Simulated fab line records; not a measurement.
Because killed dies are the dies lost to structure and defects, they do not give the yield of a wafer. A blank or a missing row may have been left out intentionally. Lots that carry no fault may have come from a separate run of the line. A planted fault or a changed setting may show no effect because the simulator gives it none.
Chamber matching | flow n5_finfet | N5_BEOL_M14_ETCH_68 on rie_diel-01: 4 sister chambers
The step etches SOC in N2/H2, time 450 s. 18 wafers are shown with their chamber, then 9 later ones without.

## WAFERS WITH THEIR CHAMBER
wafer  | chamber | drypump_motor_current_A (A) | throttle_valve_pct (%) | showerhead_plenum_p_Torr (Torr)
L075.2 | 0       | 5.9                         | 17.27                  | 2.69
L075.4 | 2       | 5.9                         | 17.53                  | 2.68
L075.5 | 1       | 5.3                         | 17.91                  | 2.60
L078.1 | 3       | 5.3                         | 17.46                  | 2.57
L078.4 | 1       | 5.3                         | 17.92                  | 2.60
L078.5 | 0       | 5.9                         | 17.26                  | 2.68
L077.1 | 0       | 5.9                         | 17.28                  | 2.68
L077.5 | 0       | 5.9                         | 17.27                  | 2.68
L077.6 | 3       | 5.2                         | 17.49                  | 2.57
L079.1 | 0       | 5.9                         | 17.29                  | 2.68
L079.2 | 2       | 5.9                         | 17.56                  | 2.67
L079.3 | 3       | 5.2                         | 17.48                  | 2.57
L082.3 | 2       | 5.9                         | 17.58                  | 2.67
L082.5 | 0       | 5.9                         | 17.31                  | 2.68
L082.6 | 2       | 5.9                         | 17.57                  | 2.67
L083.1 | 0       | 5.9                         | 17.31                  | 2.67
L083.3 | 2       | 5.9                         | 17.59                  | 2.66
L083.5 | 3       | 5.2                         | 17.52                  | 2.56

SIGNATURES (means of the wafers above)
reading                  | chamber 0 | chamber 1 | chamber 2 | chamber 3 | scatter within a chamber
drypump_motor_current_A  | 5.900     | 5.300     | 5.900     | 5.225     | 0.0231
throttle_valve_pct       | 17.2843   | 17.9150   | 17.5660   | 17.4875   | 0.0214
showerhead_plenum_p_Torr | 2.6800    | 2.6000    | 2.6700    | 2.5675    | 0.00582
Rule: a wafer's distance from a chamber is the root of the sum, over the readings, of the square of ((its reading less the chamber's mean) divided by the reading's scatter). The wafer belongs to the nearest chamber; if the next one is less than 2 further off, it can't be placed. How the scatter is found: for the shown wafers, subtract from each reading the mean of its chamber, square and add these, divide the total by (wafers less chambers), then take the root.

## WAFERS WHOSE CHAMBER IS MISSING
wafer  | drypump_motor_current_A (A) | throttle_valve_pct (%) | showerhead_plenum_p_Torr (Torr)
L084.3 | 5.9                         | 17.34                  | 2.67
L084.5 | 5.3                         | 17.51                  | 2.59
L084.6 | 5.9                         | 17.34                  | 2.67
L085.3 | 5.3                         | 17.53                  | 2.56
L085.4 | 5.9                         | 17.58                  | 2.66
L085.6 | 5.3                         | 17.51                  | 2.59
L096.1 | 5.9                         | 17.36                  | 2.66
L096.2 | 5.2                         | 17.56                  | 2.55
L096.4 | 5.3                         | 17.55                  | 2.58

## CHAMBER TAKEN BY EACH
wafer  | from the rows above | in truth
L084.3 | 0                   | 0
L084.5 | 3                   | 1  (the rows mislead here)
L084.6 | 0                   | 0
L085.3 | 3                   | 3
L085.4 | 2                   | 2
L085.6 | 3                   | 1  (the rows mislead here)
L096.1 | 0                   | 0
L096.2 | 3                   | 3
L096.4 | 3                   | 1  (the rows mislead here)
Placed correctly: 6 of 9. Left unplaced by these rows: 0. Placed wrongly: 3.
